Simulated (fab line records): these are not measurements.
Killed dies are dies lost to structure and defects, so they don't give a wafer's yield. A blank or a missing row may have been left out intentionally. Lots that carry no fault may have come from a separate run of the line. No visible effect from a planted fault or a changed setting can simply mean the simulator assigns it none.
Problem report, 8D (eight disciplines) form, completed by code ; flow n5_finfet ; the parts of the form that need people (team, actions taken, sign-off) are left out

## 1. THE PROBLEM
raw_defect_count at N5_SD_EPI_N_INSPECT_11 reads a mean of 21.3 on 3 wafers of 2 lots; wafers without a fault read 2.2 with a standard deviation of 1.5. That is +13 standard deviations from the usual mean.
The step: inspects for defects (macro).
First observed at day 4 03:34: wafer L209.4, on defect_inspect-02. The record has a number at this step for 27 wafers belonging to 9 lots. By rule, "out" or "out of limits" means more than 4 standard deviations away from the usual mean. Any other wafer with a number is counted as sound.

## 2. WHAT IT IS; WHAT IT IS NOT
question;is;is not
which readings at this step;raw_defect_count;-
which lots;L209, L213;L206, L208, L210, L214, L217, L220, L222
which wafers of those lots;L209.4, L213.2, L213.4;L209.2, L209.6, L213.6
read on which gauges;defect_inspect-01, defect_inspect-02;-
when;from day 4 03:34;"up to then (8 sound wafers); but 16 sound wafers of L210, L213, L214, L217, L220, L222 came after"

## 3. THE SUSPECTS, EACH WITH WHAT RULES IT OUT
Counting: if a tool at a process step up to the reading ran every lot that is out, it stays a suspect. Sound lots after the first of them don't rule it out here, since some wafers of a struck lot are sound.
- the gauge at N5_SD_EPI_N_INSPECT_11: ruled out. Those wafers that are out were read across 2 gauges (defect_inspect-01, defect_inspect-02).
- pecvd-03 at N5_DUMMY_GATE_PECVD_30 (deposits SiO2 from TEOS/O2, target thk 55 nm, time 10.8 s): kept. It processed each lot that is out (first: L209, day 4 00:21); up to then, its last sound lot is L208 (day 3 15:38).
Left after counting: pecvd-03 at N5_DUMMY_GATE_PECVD_30.

## 4. THE CAUSE (what the simulator had put in)
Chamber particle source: pecvd-03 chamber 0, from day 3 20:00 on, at N5_DUMMY_GATE_PECVD_30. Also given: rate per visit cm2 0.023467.
After counting, this tool was the only one left.

## 5. THE CHAIN OF EFFECTS, in route order
Each row: a reading whose mean over the struck wafers that have a number lies more than 3 standard deviations from the usual. Only readings for which the record gives a usual standard deviation are gone through. hours: the time from each lot's start at the first step in this table that gives one to its start at this step, as a median over the lots. sigmas: the change in usual standard deviations.
hours;step;reading;usual;on struck wafers;change;sigmas
0;N5_SD_EPI_N_INSPECT_11;raw_defect_count;2.2;21.3;+19.1;+13
6;N5_SD_EPI_P_INSPECT_11;raw_defect_count;2.3;20.3;+18.0;+13
Later steps that measure or inspect, where all struck wafers having a row at the step show a number for every such reading and not one has moved that far: N5_BEOL_M4_RC_MEAS_101.

## 6. WHAT WOULD HAVE CAUGHT IT SOONER
Counted from the fault's start at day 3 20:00, it took 8 hours until the first out-of-limits reading at a measuring or inspecting step in this record, taken at day 4 03:34.
Lots out: 2; of these, L213 started N5_DUMMY_GATE_PECVD_30 on pecvd-03 after day 4 03:34. Had the tool been put on hold then, it would have been spared.
